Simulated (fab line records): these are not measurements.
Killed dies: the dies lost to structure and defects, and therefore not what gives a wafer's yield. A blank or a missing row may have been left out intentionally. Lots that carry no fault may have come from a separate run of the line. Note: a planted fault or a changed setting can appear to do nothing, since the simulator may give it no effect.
A struck lot beside a sound one || flow n5_finfet || 39 out of 1938 route steps
Sound: wafers L296.1, L296.4, L296.6. The struck wafers were L291.1, L291.4, L291.5. The cause comes at the end.
Each step with rows lists, per side, the tool, then ch with its chambers, then its first start. Under that, the readings that differ: sound wafers || struck wafers || difference of the means || sigmas: that difference in standard deviations of wafers without a fault.
alike: readings whose means differ by less than 2 such deviations, and words and numbers that are the same on both sides. not compared: withheld readings, readings that some wafer has no value for, bounds like >300 that may hide the same value, and numbers for which the record gives no deviation and whose values overlap.
Wherever a step has rows on one side only, a row that says differs or no value, or a row with sigmas, the two part there. Non-overlapping numbers with no deviation appear without sigmas and do not part them. A reading that every wafer of one side lacks parts them only if that side has two wafers or more.

first, 10 steps without rows for these wafers: N5_GATE_CUT_ETCHBACK_00 (etches W in SF6/Cl2); N5_GATE_CUT_ETCH_56 (etches TiN in Cl2/Ar, target depth 21.6 nm); N5_GATE_CUT_ETCHBACK_30 (etches TiN in Cl2/Ar, target depth 3 nm); N5_GATE_CUT_VAPOR_ETCH_60 (etches HfO2 in BCl3/Cl2); N5_GATE_CUT_ETCH_58 (etches SiNx in CH3F/O2, target depth 17 nm, time 128.6 s); N5_GATE_CUT_STRIP_59 (strips in N2/H2, time 20 s); N5_GATE_CUT_PRECLEAN_31 (cleans in DIW, time 300 s); N5_GATE_CUT_SRD_32 (time 30 s); N5_GATE_CUT_SAC_CAP_01 (material SiNx, target thk 24 nm, pulse time 1 s, ald cycles 480); N5_GATE_CUT_PECVD_57 (deposits SiNx from SiH4/NH3/N2, target thk 21 nm).
N5_GATE_CUT_CMP_02: polishes, stops on SiO2, t overpolish 12.7 s, target thk 0 nm.
  sound on cmp-02 ch 0,1,2, day 10 07:22; struck on cmp-01 ch 0,1, day 8 16:54
  no value came back on the struck wafers for any of 7 readings (edge_zone_pressure_frac, head_pressure_psi (psi) and others); on the sound wafers edge_zone_pressure_frac reads 0.996 1.000 1.009
{"reading": "model.SiNx_of_GATE_CUT_PECVD_57.thk_nm (nm)", "sound": "0 0 0", "struck": "20.6 21.2 21.2", "difference": "+21.0", "sigmas": ""}
{"reading": "model.SiNx_of_GATE_CUT_SAC_CAP_01.thk_nm (nm)", "sound": "21.8 21.8 21.8", "struck": "24.2 24.2 24.2", "difference": "+2.4", "sigmas": ""}
{"reading": "model.SiO2_flowable_of_ILD0_FCVD_FILL_01.thk_nm (nm)", "sound": "114.6 115.4 114.6", "struck": "118 117.8 118", "difference": "+3", "sigmas": ""}
then, 19 steps without rows for these wafers: N5_GATE_CUT_HM_DEP_46 (deposits SiO2 from TEOS/O2, target thk 130 nm, time 26.6 s); N5_GATE_CUT_COAT_34 (time 60 s, resist thk 60 nm); N5_GATE_CUT_COAT_35 (time 60 s, resist thk 10 nm); N5_GATE_CUT_COAT_27 (time 60 s, resist thk 10 nm); N5_GATE_CUT_COAT_07 (resist thk 30 nm); N5_GATE_CUT_EBR_09; N5_GATE_CUT_SOFTBAKE_08 (time 60 s); N5_GATE_CUT_EXPOSE_10 (exposes mask GATE CUT, target cd 20 nm); N5_GATE_CUT_PEB_11 (peb time 60 s); N5_GATE_CUT_DEVELOP_12 (develop time 30 s); N5_GATE_CUT_DESCUM_18 (chemistry O2, time 7 s); N5_GATE_CUT_ETCH_28 (etches underlayer in N2/H2, target depth 13 nm, time 10.4 s); N5_GATE_CUT_ETCH_36 (etches SiARC in CF4, target depth 13 nm, time 21.7 s); N5_GATE_CUT_ETCH_37 (etches SOC in N2/H2, target depth 60 nm, overetch 12 nm, time 90 s); N5_GATE_CUT_STRIP_38 (strips in N2/H2); N5_GATE_CUT_STRIP_39 (strips in N2/H2); N5_GATE_CUT_HM_OPEN_40 (chemistry C4F6/O2, target SiO2, target depth 139 nm, time 85.1 s); N5_GATE_CUT_STRIP_41 (strips in CF4); N5_GATE_CUT_STRIP_42 (strips in O2).
N5_GATE_CUT_ETCH_19: etches SiNx in CH3F/O2, target depth 53.7 nm, time 76.7 s.
  sound on rie_diel-04 ch 0,1,2, day 10 08:31; struck on rie_diel-03 ch 0,1,2, day 8 18:04
{"reading": "etch_rf_on_time_s (s)", "sound": "76.6 75.7 76.5", "struck": "85.0 86.1 84.1", "difference": "+8.8", "sigmas": "+10"}
{"reading": "oes_product_au (a.u.)", "sound": "0.62 0.80 0.74", "struck": "0.96 0.92 1.25", "difference": "+0.32", "sigmas": "+5"}
  alike: bias_w, drypump_motor_current_A, oes_o_777_au, rf_vpp_V, showerhead_plenum_p_Torr, throttle_valve_pct
  not compared: rf_hours_counter_h
then, 5 steps without rows for these wafers: N5_GATE_CUT_CUT_ETCH_53 (etches W in SF6/Cl2, target depth 79.2 nm); N5_GATE_CUT_CUT_ETCH_54 (etches TiN in Cl2/BCl3, target depth 96.7 nm); N5_GATE_CUT_CUT_ETCH_55 (etches HfO2 in BCl3, target depth 3.2 nm); N5_GATE_CUT_ETCH_47 (etches SiO2 in Cl2/BCl3, target depth 10 nm); N5_GATE_CUT_VAPOR_ETCH_48 (etches TiN in BCl3/Cl2).
N5_GATE_CUT_CMP_61: polishes, stops on SiNx, t overpolish 3 s.
  sound on cmp-02 ch 1,3, day 10 11:23; struck on cmp-02 ch 0,3, day 8 21:16
{"reading": "model.SiNx_of_GATE_CUT_SAC_CAP_01.thk_nm (nm)", "sound": "21.2 21.2 21.4", "struck": "23.8 23.6 23.8", "difference": "+2.5", "sigmas": ""}
{"reading": "model.SiO2_flowable_of_ILD0_FCVD_FILL_01.thk_nm (nm)", "sound": "114.2 115 114.2", "struck": "117.6 117.2 117.6", "difference": "+3.0", "sigmas": ""}
  alike: edge_zone_pressure_frac, head_pressure_psi, motor_current_A, retaining_ring_pressure_frac
N5_BEOL_M4_RC_MEAS_101:
  the record has rows for the sound wafers here (prober-02 ch 0, day 14 04:15) and none for the struck ones
-- here the record skips 8 days between the struck wafers' starts before and after, leaving off in module BEOL_M4 and picking up in module PASSIVATION (first step shown: number 1936 of the route) --
N5_PASSIVATION_PROBE_49:
  record: rows for the struck wafers here (prober-01, day 16 20:28), none for the sound ones

WHERE THEY PART
Last at N5_PASSIVATION_PROBE_49 as far as this record goes, first at N5_GATE_CUT_CMP_02.

WHY: what had been put in by the simulator
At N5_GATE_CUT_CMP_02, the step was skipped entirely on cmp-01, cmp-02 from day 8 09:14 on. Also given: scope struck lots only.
